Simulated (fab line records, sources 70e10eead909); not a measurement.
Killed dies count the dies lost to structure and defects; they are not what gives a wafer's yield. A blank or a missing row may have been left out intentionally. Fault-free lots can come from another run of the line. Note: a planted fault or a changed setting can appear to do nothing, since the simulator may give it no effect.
A lot that was struck, set against a sound lot | flow nand harc | 12 out of 1159 route steps
Sound: wafers L363.2, L363.5, L363.6. The struck wafers were L357.1, L357.3, L357.5. The cause comes at the end.
Per side, at each step with rows, come the tool, then ch with its chambers, and then its first start. Under that, the readings that differ: sound wafers | struck wafers | difference of the means | sigmas: that difference in standard deviations of wafers without a fault.
alike: words and numbers the same on both sides, and readings whose means are apart by under 2 such deviations; not compared: readings that were withheld, readings missing a value for some wafer, numbers with overlapping values and no deviation given by the record, and bounds like >300 which may hide the same value.
The two part at a step that has a row with sigmas, a row that says differs or no value, or rows on one side only. Non-overlapping numbers with no deviation appear without sigmas and do not part them. A reading that every wafer of one side lacks parts them only if that side has two wafers or more.

NHARC_A_STAIRCASE_DEP_322: deposits SiO2, target thk 3800 nm.
  sound on pecvd-03 ch 1,2, day 16 20:04; struck on pecvd-04 ch 1,2, day 15 15:32
  alike: heater power w, susceptor temp C
  not compared: since wet clean h
then, 1 step without rows for these wafers: NHARC_A_STAIRCASE_ANNEAL_323 (time 1800 s).
NHARC_A_STAIRCASE_DEP_325: deposits SiO2, target thk 3800 nm.
  sound on pecvd-01 ch 0,1, day 17 03:03; struck on pecvd-01 ch 0,1,2, day 15 22:56
  alike: heater power w, susceptor temp C
  not compared: since wet clean h
then, 7 steps without rows for these wafers: NHARC_A_STAIRCASE_ANNEAL_326 (time 1800 s); NHARC_A_STAIRCASE_DEHYDRATE_433 (time 120 s); NHARC_A_STAIRCASE_HMDS_434 (time 30 s); NHARC_A_STAIRCASE_COAT_435; NHARC_A_STAIRCASE_SOFTBAKE_436 (time 170 s); NHARC_A_STAIRCASE_EBR_437; NHARC_A_STAIRCASE_EXPOSE_438 (exposes mask STAIR REV).
NHARC_A_STAIRCASE_PEB_439: peb time 130 s.
  struck on litho track-02, day 16 07:10; sound on litho track-05 ch 0, day 17 08:02
  no value came back on the struck wafers for chill plate temp C (C), exhaust pa (Pa); on the sound wafers chill plate temp C (C) reads 22.74 22.79 22.89
then, 1 step without rows for these wafers: NHARC_A_STAIRCASE_DEVELOP_440 (time 140 s).

WHERE THEY PART
At NHARC_A_STAIRCASE_PEB_439 and nowhere else, as far as this record goes.

WHY: what the simulator had put in
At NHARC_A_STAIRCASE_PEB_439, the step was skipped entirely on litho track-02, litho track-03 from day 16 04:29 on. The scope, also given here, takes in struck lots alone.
